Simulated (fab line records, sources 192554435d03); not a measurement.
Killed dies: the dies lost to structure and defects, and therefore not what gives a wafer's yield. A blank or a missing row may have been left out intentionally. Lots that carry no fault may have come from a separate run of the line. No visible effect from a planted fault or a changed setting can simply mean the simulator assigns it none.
fab line records | flow n5_finfet
record: lots: 5 | wafers: 12 | last_day: 15
route steps=1938 shown BEOL_M14@1730 BEOL_M15@1830
lots with no fault: from the same line, run without faults
start_h: hours from the record's opening day to when the first of the lot's shown wafers began | wait_h: hours elapsed since this lot's preceding step | " same as the row above | L1.1+2: a row that stands for several wafers | - value missing, or start not given | * or withheld: withheld | < > ~ a bound
route shown NAME@n: names a module that has steps shown in the file, with the first one's number in the route | usual: average and standard deviation across the fault-free wafers | same: alike in all rows | chamber/n: place in a boat | sites: each site's reading | _std_site: standard deviation across them | _edge_site: mean of outer sites minus mean of inner sites | radius_mm: for every site, how far away it sits from the centre of the wafer | mask NAME#n: copy n | behind: tool/chamber where the wafer was last shaped | hold: cause of the lot's hold/its duration in hours/its outcome | device: transistor that didn't switch, given as n, p or np | end of line: the tests these same wafers got at the end of their route | a step without rows: its recipe alone | killed: the dies lost at the first sort to structure and to defects; this is not the yield of the wafer | map: the dies of a wafer, with x for killed, . for not killed, _ for no die there
set.NAME: setting as actually run; set.NAME@STEP: the setting as run at that earlier step | model.NAME: the simulator's own value behind a step, which no gauge read
lots at some steps of the route; a table a step, a row a wafer
services: the hour from which a tool's chamber was out of use, counted from the record's first day as start_h (under 0 if before that day), plus the number of hours and why
== steps ==
step: N5_BEOL_M14_ETCH_59
recipe: chemistry: N2/H2 | target: BARC | target_depth_a: 890 | overetch_a: 267 | time_s: 67.9 | ion_energy_ev: 200 | pressure_mtorr: 30 | source_w: 840 | bias_w: 150 | n2_flow_sccm: 200 | h2_flow_sccm: 200
step: N5_BEOL_M14_VIA_ETCH_16
recipe: chemistry: C4F8/O2/Ar | target: SiO2 | he_inner_torr: 15 | he_outer_torr: 30 | target_depth_a: 12313 | time_s: withheld | ion_energy_ev: 800 | pressure_mtorr: 20 | source_w: 1905 | bias_w: 2040 | Ar_flow_sccm: 400 | C4F8_flow_sccm: 16 | O2_flow_sccm: 12 | ends: cleared
step: N5_BEOL_M14_STRIP_63
recipe: chemistry: O2 | power_w: 600 | temp_c: 60 | pressure_mtorr: 30 | rf_frequency_hz: 6e+07 | bias_power_w: 0 | overash_fraction: 0.3 | o2_flow_sccm: 225
step: N5_BEOL_M14_STRIP_64
recipe: chemistry: O2 | power_w: 600 | temp_c: 60 | pressure_mtorr: 30 | rf_frequency_hz: 6e+07 | bias_power_w: 0 | overash_fraction: 0.3 | o2_flow_sccm: 225
step: N5_BEOL_M14_STRIP_71
recipe: chemistry: post_etch_residue_remover | time_s: 60 | temp_c: 25 | remover_ph: withheld | remover_water_wt_pct: withheld | remover_fluoride_wt_pct: withheld
step: N5_BEOL_M14_SRD_72
recipe: time_s: 30 | temp_c: 23 | rinse_liquid: diw | dry: n2_spin | spin_rpm: 1500 | dry_time_s: 30
step: N5_BEOL_M14_COAT_65
recipe: resist: SOC | temp_c: 250 | time_s: 60 | spin_rpm: 1500 | resist_thk_nm: 450
step: N5_BEOL_M14_COAT_66
recipe: resist: SiARC | temp_c: 220 | time_s: 60 | spin_rpm: 1500 | resist_thk_nm: 110
step: N5_BEOL_M14_COAT_22
recipe: spin_rpm: 2888 | resist_thk_nm: 300
step: N5_BEOL_M14_EBR_24
recipe: solvent: PGMEA | ebr_width_mm: 1.5
step: N5_BEOL_M14_SOFTBAKE_23
recipe: temp_c: 130 | time_s: 60
step: N5_BEOL_M14_EXPOSE_25
recipe: mask_id: M14 | na: 0.8 | source_shape: annular | sigma_inner: 0.5 | sigma_outer: 0.8 | polarization: unpolarized | target_cd_nm: 280 | dose_mj: 26.6
same: sigma_inner: 0.5 | sigma_outer: 0.8
lot.wafer  | tool           | chamber | start_h | wait_h | mask
L588.1+3+4 | krf_scanner-02 | 0       | 253.19  | -      | M14#0
L590.2+3+6 | krf_scanner-02 | 0       | 253.55  | -      | M14#0
L594.2+6   | krf_scanner-02 | 0       | 336.95  | -      | M14#0
L601.4+6   | krf_scanner-02 | 0       | 342.26  | -      | M14#0
L600.2+4   | krf_scanner-02 | 0       | 342.46  | -      | M14#0
step: N5_BEOL_M14_PEB_26
recipe: peb_temp_c: 130 | peb_time_s: 90
step: N5_BEOL_M14_DEVELOP_27
recipe: develop_time_s: 45 | rinse_liquid: diw | dry: air_spin | dev_temp_c: 21
step: N5_BEOL_M14_HARDBAKE_32
recipe: temp_c: 130 | time_s: 120
step: N5_BEOL_M14_CD_MEAS_28
recipe: target_cd_nm: 284.4 | landing_energy_ev: 500 | detector: se_inlens
usual: cd_nm: 284.2/1.9
same: landing_energy_ev: 500
lot.wafer | tool      | chamber | start_h | wait_h | cd_nm
L588.1    | cd_sem-02 | 0       | 253.36  | -      | 282.1
L588.3    | "         | 0       | "       | "      | 283.7
L588.4    | "         | 0       | "       | "      | 284.7
L590.2    | cd_sem-03 | 0       | 253.71  | -      | 286.3
L590.3    | "         | 0       | "       | "      | 282.9
L590.6    | "         | 0       | "       | "      | 283.0
L594.2    | cd_sem-01 | 0       | 337.12  | -      | 302.4
L594.6    | "         | 0       | "       | "      | 285.2
L601.4    | cd_sem-02 | 0       | 342.42  | -      | 301.8
L601.6    | "         | 0       | "       | "      | 282.6
L600.2    | cd_sem-03 | 0       | 342.63  | -      | 302.5
L600.4    | "         | 0       | "       | "      | 300.7
step: N5_BEOL_M14_DESCUM_33
recipe: chemistry: O2 | time_s: 7.9 | source_power_w: 50 | bias_power_w: 20 | pressure_mtorr: 20 | rf_frequency_hz: 2.712e+07 | temp_c: 40 | o2_flow_sccm: 225
usual: drypump_motor_current_A: 6.0/0.45 | o2_flow_sccm: 225.0/0.7 | oes_product_au: 0.79/0.093 | rf_vpp_V: 243.2/1.3 | showerhead_plenum_p_Torr: 2.09/0.058 | throttle_valve_pct: 20.52/0.24
lot.wafer | tool        | chamber | start_h | wait_h | drypump_motor_current_A | o2_flow_sccm | oes_product_au | rf_hours_counter_h | rf_vpp_V | showerhead_plenum_p_Torr | throttle_valve_pct | model.BEOL_M14.cd_nm
L588.1    | rie_diel-04 | 2       | 253.62  | 0.2    | 6.0                     | 225.2        | 0.76           | 128                | 242.5    | 2.09                     | 20.09              | 282
L588.3    | "           | 3       | "       | "      | 5.6                     | 225.8        | 0.93           | 16                 | 244.8    | 2.15                     | 20.59              | 283.2
L588.4    | "           | 0       | "       | "      | 5.3                     | 225.4        | 0.68           | 229                | 243.3    | 2.06                     | 20.39              | 284.8
L590.2    | rie_diel-04 | 1       | 254.26  | 0.5    | 5.6                     | 224.5        | 0.79           | 117                | 242.1    | 2.09                     | 20.57              | 286
L590.3    | "           | 0       | "       | "      | 5.3                     | 224.1        | 0.69           | 230                | 243.1    | 2.06                     | 20.40              | 282.6
L590.6    | "           | 3       | "       | "      | 5.6                     | 224.5        | 0.95           | -                  | 244.0    | 2.15                     | 20.59              | 282.8
L594.2    | rie_diel-01 | 2       | 337.21  | 0.0    | 5.5                     | 225.7        | 0.72           | 164                | 240.4    | 2.01                     | 20.68              | 302.6
L594.6    | "           | 0       | "       | "      | 5.9                     | 225.1        | 0.70           | -                  | 240.7    | 1.97                     | 20.26              | 285
L601.4    | rie_diel-01 | 1       | 342.84  | 0.4    | 6.2                     | 224.7        | 0.79           | 125                | 242.4    | 2.12                     | 20.78              | 301.8
L601.6    | "           | 1       | "       | "      | 6.2                     | 225.4        | 0.80           | -                  | 242.5    | 2.12                     | 20.77              | 282.8
L600.2    | rie_diel-04 | 3       | 343.38  | 0.7    | 5.6                     | 223.9        | 0.88           | 48                 | 244.0    | 2.14                     | 20.63              | 302.6
L600.4    | "           | 0       | "       | "      | 5.3                     | 225.4        | 0.93           | 8                  | 241.1    | 2.05                     | 19.98              | 300.4
step: N5_BEOL_M14_ETCH_67
recipe: chemistry: CF4 | target: SiARC | target_depth_a: 1430 | time_s: 238.3 | ion_energy_ev: 80 | pressure_mtorr: 40 | source_w: 545 | bias_w: 36 | Ar_flow_sccm: 100 | cf4_flow_sccm: 100 | ends: cleared
step: N5_BEOL_M14_ETCH_68
recipe: chemistry: N2/H2 | target: SOC | mask_material: SiARC | source_w: 3000 | bias_w: 350 | temp_c: 40 | time_s: 450 | ion_energy_ev: 200 | pressure_mtorr: 30 | n2_flow_sccm: 200 | h2_flow_sccm: 200
step: N5_BEOL_M14_STRIP_69
recipe: chemistry: N2/H2 | temp_c: 40 | n2_flow_sccm: 200 | h2_flow_sccm: 200 | rf_frequency_hz: 6e+07
step: N5_BEOL_M14_TRENCH_ETCH_34
recipe: chemistry: C4F8/O2/Ar | target: SiO2 | target_depth_a: 5566.5 | mask_material: SOC | he_inner_torr: 15 | he_outer_torr: 30 | time_s: 126.9 | ion_energy_ev: 800 | pressure_mtorr: 20 | source_w: 1905 | bias_w: 2040 | Ar_flow_sccm: 400 | C4F8_flow_sccm: 16 | O2_flow_sccm: 12
step: N5_BEOL_M14_STRIP_70
recipe: chemistry: C4F8/O2/Ar | resist: SiARC | rf_frequency_hz: 6e+07
step: N5_BEOL_M14_STRIP_37
recipe: chemistry: O2 | power_w: 600 | temp_c: 60 | pressure_mtorr: 30 | rf_frequency_hz: 6e+07 | bias_power_w: 0 | overash_fraction: 0.3 | o2_flow_sccm: 225
step: N5_BEOL_M14_ETCH_38
recipe: chemistry: CF4/N2 | target: SiCN | target_depth_a: 1065 | taper_deg: 2 | time_s: 120.6 | ion_energy_ev: 150 | mask_material: SiO2 | pressure_mtorr: 40 | source_w: 430 | bias_w: 70 | Ar_flow_sccm: 100 | cf4_flow_sccm: 60 | n2_flow_sccm: 60
usual: drypump_motor_current_A: 5.9/0.43 | oes_product_au: 0.77/0.089 | rf_vpp_V: 381.8/1.7 | showerhead_plenum_p_Torr: 2.19/0.06 | throttle_valve_pct: 15.53/0.2
lot.wafer | tool        | chamber | start_h | wait_h | drypump_motor_current_A | oes_product_au | rf_hours_counter_h | rf_vpp_V | showerhead_plenum_p_Torr | throttle_valve_pct | model.BEOL_M14.cd_nm
L588.1    | rie_diel-01 | 0       | -       | -      | 5.9                     | 0.70           | 203                | 379.0    | 2.10                     | 15.37              | 279.6
L588.3    | "           | 1       | "       | "      | 6.2                     | 0.82           | 107                | 381.9    | 2.23                     | 15.63              | 279.2
L588.4    | "           | 0       | "       | "      | 5.9                     | 0.70           | -                  | 379.3    | 2.10                     | 15.40              | 279.8
L590.2    | rie_diel-04 | 0       | -       | -      | 5.3                     | 0.68           | 231                | 380.3    | 2.18                     | 15.54              | 280.8
L590.3    | "           | 3       | "       | "      | 5.6                     | 0.94           | 19                 | 384.0    | 2.26                     | 15.52              | 276
L590.6    | "           | 0       | "       | "      | 5.3                     | 0.68           | -                  | 382.4    | 2.18                     | 15.54              | 278.6
L594.2    | rie_diel-02 | 1       | -       | -      | 5.8                     | 0.73           | 210                | 382.4    | 2.18                     | 15.70              | 298
L594.6    | "           | 0       | "       | "      | 6.1                     | 0.80           | -                  | 383.7    | 2.24                     | 15.48              | 282
L601.4    | rie_diel-02 | 2       | -       | -      | 6.6                     | 0.70           | -                  | 384.2    | 2.28                     | 15.97              | 299.6
L601.6    | "           | 1       | "       | "      | 5.8                     | 0.73           | -                  | 382.9    | 2.18                     | 15.69              | 280.2
L600.2    | rie_diel-04 | 2       | -       | -      | 6.0                     | 0.73           | 164                | 381.9    | 2.20                     | 15.28              | 300.2
L600.4    | "           | 3       | "       | "      | 5.6                     | 0.89           | 49                 | 382.7    | 2.25                     | 15.57              | 297.4
step: N5_BEOL_M14_PRECLEAN_39
recipe: chemistry: residue_remover | time_s: 60 | temp_c: 40
step: N5_BEOL_M14_SRD_40
recipe: time_s: 30 | temp_c: 23 | rinse_liquid: diw | dry: n2_spin | spin_rpm: 1500 | dry_time_s: 30
step: N5_BEOL_M14_DEGAS_41
recipe: ambient: vacuum | temp_c: 300 | time_s: 60
step: N5_BEOL_M14_PRE_CLEAN_42
recipe: gas: H2/He | time_s: 30 | temp_c: 300
step: N5_BEOL_M14_SPUTTER_43
recipe: material: TaN | target_thk_a: 150 | temp_c: 50 | bias_v: 168.6 | power_w: 15000 | chamber_pressure_pa: 0.12 | time_s: 24.19
step: N5_BEOL_M14_SPUTTER_44
recipe: material: Ta | target_thk_a: 150 | temp_c: 50 | bias_v: 80 | power_w: 15000 | chamber_pressure_pa: 0.07 | time_s: 24.19
step: N5_BEOL_M14_SPUTTER_45
recipe: material: Cu | target_thk_a: 1000 | temp_c: -20 | bias_v: 60 | power_w: 26000 | chamber_pressure_pa: 0.13 | time_s: 16.67
step: N5_BEOL_M14_ECD_47
recipe: material: Cu | target_thk_a: 12480
step: N5_BEOL_M14_ANNEAL_48
recipe: temp_c: 225 | time_s: 90 | ambient: N2
step: N5_BEOL_M14_CMP_49
recipe: stop_on: SiO2 | t_overpolish_s: 5.2 | down_force_psi: 2 | platen_rpm: 80 | clearing_platen_down_force_psi: 2 | clearing_platen_rpm: 80 | post_cmp_clean: cu_alkaline | target_thk_nm: 560 | clearing_platen_pad_velocity_m_s: 1.5917 | pad_velocity_m_s: 1.5917
step: N5_BEOL_M14_PRE_CLEAN_52
recipe: gas: NH3 | time_s: 15 | temp_c: withheld | rf_power_w: 300
step: N5_BEOL_M14_DEP_53
recipe: material: SiCN | target_thk_a: 500 | temp_c: withheld | precursor: 3MS/NH3 | pressure_torr: 3 | rf_w: 675 | time_s: 17.8
step: N5_BEOL_M15_RC_MEAS_101
usual: COMB_M10: 1.4e-11/3.2e-12 | COMB_M10_max_site: 2.1e-11/5.1e-12 | COMB_M11: 1.43e-11/3e-12 | COMB_M12: 5.8e-12/1.3e-12 | COMB_M13: 4.5e-12/9.1e-13 | COMB_M14: 3.1e-12/7.8e-13 | COMB_M15: 2e-12/5.1e-13 | COMB_M5: 3.5e-11/7e-12 | COMB_M6: 2.5e-11/4.8e-12 | COMB_M7: 2.6e-11/5.3e-12 | COMB_M7_max_site: 3.8e-11/8.7e-12 | COMB_M8: 2.5e-11/5.8e-12 | COMB_M8_max_site: 3.6e-11/9.7e-12 | COMB_M9: 1.38e-11/3e-12 | SERP_M10: 3.10/0.096 | SERP_M11: 3.09/0.086 | SERP_M12: 0.644/0.016 | SERP_M13: 0.311/0.0075 | SERP_M13_max_site: 0.315/0.0078 | SERP_M14: 0.162/0.0047 | SERP_M14_max_site: 0.164/0.0047 | SERP_M5: 39.5/1.9 | SERP_M5_max_site: 41.1/2 | SERP_M6: 14.0/0.55 | SERP_M6_max_site: 14.7/0.59 | SERP_M7: 14.0/0.55 | SERP_M8: 13.9/0.54 | SERP_M9: 3.07/0.099
lot.wafer | tool      | chamber | start_h | wait_h | COMB_M10[S/m] | COMB_M10_max_site[S/m] | COMB_M11[S/m] | COMB_M12[S/m] | COMB_M13[S/m] | COMB_M14[S/m] | COMB_M15[S/m] | COMB_M5[S/m] | COMB_M6[S/m] | COMB_M7[S/m] | COMB_M7_max_site[S/m] | COMB_M8[S/m] | COMB_M8_max_site[S/m] | COMB_M9[S/m] | SERP_M10[ohm/um] | SERP_M11[ohm/um] | SERP_M12[ohm/um] | SERP_M13[ohm/um] | SERP_M13_max_site[ohm/um] | SERP_M14[ohm/um] | SERP_M14_max_site[ohm/um] | SERP_M5[ohm/um] | SERP_M5_max_site[ohm/um] | SERP_M6[ohm/um] | SERP_M6_max_site[ohm/um] | SERP_M7[ohm/um] | SERP_M8[ohm/um] | SERP_M9[ohm/um]
L588.1    | prober-01 | 0       | 267.99  | 0.0    | 1e-11         | 2e-11                  | 1.74e-11      | 4.1e-12       | 3.2e-12       | 2.7e-12       | 1.6e-12       | 4e-11        | 2.2e-11      | 4.2e-11      | 5.8e-11               | 3.5e-11      | 4.3e-11               | 1.23e-11     | 3.10             | 2.98             | 0.630            | 0.324            | 0.330                     | 0.164            | 0.164                     | 40.0            | 41.9                     | 14.8            | 15.2                     | 15.0            | 14.6            | 3.13
L588.3    | "         | 0       | "       | "      | 1.7e-11       | 2.5e-11                | 1.34e-11      | 5.8e-12       | 4.4e-12       | 4.9e-12       | 1.6e-12       | 6.2e-11      | 2.4e-11      | 2.2e-11      | 3.5e-11               | 2.3e-11      | 3.3e-11               | 1.25e-11     | 3.22             | 3.00             | 0.636            | 0.329            | 0.333                     | 0.158            | 0.159                     | 38.6            | 39.8                     | 14.6            | 15.2                     | 14.1            | 14.0            | 3.16
L588.4    | "         | 0       | "       | "      | 1.4e-11       | 1.9e-11                | 1.76e-11      | 5.8e-12       | 4.1e-12       | 2.9e-12       | 2.6e-12       | 4e-11        | 3.1e-11      | 2.5e-11      | 4.7e-11               | 2.1e-11      | 3.3e-11               | 1.29e-11     | 3.06             | 3.01             | 0.644            | 0.315            | 0.318                     | 0.161            | 0.163                     | 40.6            | 42.3                     | 13.9            | 14.4                     | 13.7            | 13.5            | 3.11
L590.2    | prober-01 | 0       | 272.22  | 0.2    | 1.2e-11       | 1.6e-11                | 9.6e-12       | 5.8e-12       | 4.8e-12       | 2.2e-12       | 3.2e-12       | 3.5e-11      | 2.6e-11      | 3.1e-11      | 4.4e-11               | 1.6e-11      | 1.8e-11               | 1.74e-11     | 3.01             | 3.06             | 0.644            | 0.298            | 0.299                     | 0.155            | 0.157                     | 42.2            | 43.4                     | 14.1            | 14.4                     | 14.8            | 13.7            | 2.81
L590.3    | "         | 0       | "       | "      | 1.1e-11       | 2.2e-11                | 1.98e-11      | 6.6e-12       | 5.1e-12       | 2.3e-12       | 2.5e-12       | 3.7e-11      | 3.2e-11      | 3.4e-11      | 4.3e-11               | 2.3e-11      | 3.1e-11               | 1.53e-11     | 2.99             | 3.05             | 0.656            | 0.308            | 0.311                     | 0.163            | 0.164                     | 41.9            | 43.4                     | 13.3            | 14.1                     | 14.1            | 13.8            | 2.83
L590.6    | "         | 0       | "       | "      | 1.1e-11       | 1.7e-11                | 1.35e-11      | 4.8e-12       | 3.9e-12       | 2e-12         | 1.8e-12       | 3.4e-11      | 2.8e-11      | 2.9e-11      | 4.7e-11               | 2.3e-11      | 3.2e-11               | 1.08e-11     | 2.95             | 3.00             | 0.645            | 0.308            | 0.310                     | 0.159            | 0.161                     | 41.4            | 42.4                     | 13.6            | 14.5                     | 14.0            | 13.4            | 2.88
L594.2    | prober-01 | 0       | 349.54  | 0.2    | 1.1e-11       | 1.4e-11                | 1.54e-11      | 3.4e-12       | 4e-12         | 1.9e-12       | 2.1e-12       | 2.9e-11      | 2.9e-11      | 2.4e-11      | 3e-11                 | 2.4e-11      | 2.9e-11               | 1.09e-11     | 3.17             | 3.11             | 0.649            | 0.314            | 0.319                     | 0.154            | 0.156                     | 39.5            | 40.1                     | 13.8            | 14.8                     | 13.9            | 13.3            | 3.04
L594.6    | "         | 0       | "       | "      | 1.5e-11       | 2.3e-11                | 1.34e-11      | 2.9e-12       | 6.1e-12       | 3.8e-12       | 2.2e-12       | 2.8e-11      | 2.5e-11      | 2e-11        | 2.9e-11               | 3.3e-11      | 4.4e-11               | 1.24e-11     | 3.17             | 3.11             | 0.635            | 0.315            | 0.321                     | 0.164            | 0.166                     | 38.4            | 39.3                     | 13.9            | 14.3                     | 13.1            | 13.9            | 3.12
L600.2    | prober-02 | 0       | 354.57  | 0.2    | 1.5e-11       | 1.9e-11                | 1.47e-11      | 6.4e-12       | 4.9e-12       | 2.4e-12       | 2.3e-12       | 2.6e-11      | 3.2e-11      | 3e-11        | 5.6e-11               | 2.7e-11      | 4.5e-11               | 1.15e-11     | 3.29             | 3.09             | 0.629            | 0.318            | 0.320                     | 0.144            | 0.145                     | 42.2            | 43.0                     | 13.7            | 14.1                     | 13.9            | 13.8            | 3.13
L600.4    | "         | 0       | "       | "      | 1.7e-11       | 2.4e-11                | 1.95e-11      | 4.9e-12       | 4.2e-12       | 4.3e-12       | 1.7e-12       | 2.8e-11      | 2.7e-11      | 2.5e-11      | 4.4e-11               | 2.7e-11      | 3.9e-11               | 9.8e-12      | 3.10             | 3.12             | 0.627            | 0.305            | 0.308                     | 0.142            | 0.143                     | 39.9            | 41.6                     | 14.0            | 14.4                     | 14.6            | 13.8            | 3.01
L601.4    | prober-01 | 0       | 354.61  | 0.5    | 9e-12         | 1.3e-11                | 1.9e-11       | 5e-12         | 4.1e-12       | 3.1e-12       | 1.2e-12       | 3.6e-11      | 2.4e-11      | 2.1e-11      | 2.7e-11               | 2.9e-11      | 4.9e-11               | 1.16e-11     | 3.03             | 3.19             | 0.615            | 0.317            | 0.318                     | 0.144            | 0.145                     | 38.2            | 39.8                     | 13.9            | 15.3                     | 14.2            | 13.8            | 3.16
L601.6    | "         | 0       | "       | "      | 1.7e-11       | 2.4e-11                | 1.43e-11      | 5.8e-12       | 3e-12         | 3e-12         | 1.3e-12       | 3.4e-11      | 2.6e-11      | 2.3e-11      | 3.4e-11               | 3.5e-11      | 4.9e-11               | 1.34e-11     | 3.07             | 2.95             | 0.621            | 0.318            | 0.319                     | 0.159            | 0.160                     | 36.9            | 38.3                     | 14.1            | 14.5                     | 13.4            | 14.6            | 3.11
sites SERP_M14 radius_mm=0,75,75,75,75,140,140,140,140
L588.1 0.162 0.161 0.164 0.162 0.164 0.163 0.164 0.164 0.164
L590.2 0.154 0.156 0.155 0.155 0.155 0.157 0.155 0.157 0.156
L594.2 0.154 0.154 0.154 0.154 0.154 0.155 0.155 0.154 0.156
L600.2 0.144 0.145 0.144 0.145 0.144 0.145 0.142 0.143 0.142
L601.4 0.144 0.144 0.145 0.144 0.144 0.145 0.143 0.144 0.143
== services ==
tool           | chamber | start_h | hours | kind
krf_scanner-02 | -       | 231.70  | 0.1   | repair
rie_diel-01    | 3       | 242.29  | 6.0   | repair
krf_scanner-02 | -       | 258.12  | 0.8   | pm
rie_diel-01    | 1       | 269.22  | 5.2   | repair
rie_diel-01    | -       | 280.26  | 14.6  | pm
krf_scanner-02 | -       | 282.41  | 1.0   | pm
krf_scanner-02 | -       | 285.32  | 1.3   | pm
rie_diel-04    | 0       | 305.44  | -     | clean
rie_diel-04    | 0       | 305.44  | -     | consumable_replace:focus_ring
rie_diel-04    | 0       | 305.44  | 17.7  | scheduled_down
rie_diel-04    | 0       | 305.44  | 17.7  | vent_cycle
rie_diel-01    | 1       | 315.35  | 8.1   | repair
rie_diel-02    | 1       | 318.16  | 4.5   | repair
rie_diel-02    | 3       | 322.29  | 6.9   | repair
krf_scanner-02 | -       | 328.54  | 3.3   | repair
krf_scanner-02 | -       | 338.82  | 2.0   | repair
rie_diel-02    | 3       | 343.56  | -     | clean
rie_diel-02    | 3       | 343.56  | -     | consumable_replace:focus_ring
rie_diel-02    | 3       | 343.56  | 21.9  | scheduled_down
rie_diel-02    | 3       | 343.56  | 21.9  | vent_cycle
== key ==
first_sign: step: N5_BEOL_M14_CD_MEAS_28 | reading: cd_nm | direction: up | sigmas: 9.4 | usual: 284.2 | struck: 301.8
effect: step: N5_BEOL_M15_RC_MEAS_101 | reading: SERP_M14 | direction: down | sigmas: 3.4 | usual: 0.162 | struck: 0.146
model_effect: step: N5_BEOL_M14_DESCUM_33 | value: BEOL_M14.cd_nm | without: 285.5 | struck: 301.9
model_effect: step: N5_BEOL_M14_ETCH_38 | value: BEOL_M14.cd_nm | without: 282.5 | struck: 298.8
met_at N5_BEOL_M14_EXPOSE_25
struck_wafers L594.2,L600.2,L600.4,L601.4
onset_between 253.55 336.95
fault: kind: process_parameter_drift | tool: krf_scanner-02 | chamber: - | onset_h: 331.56 | steps: N5_BEOL_M14_EXPOSE_25 | channel: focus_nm | offset: 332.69 | shape: step | end_h: 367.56 | scope: struck_wafers_only
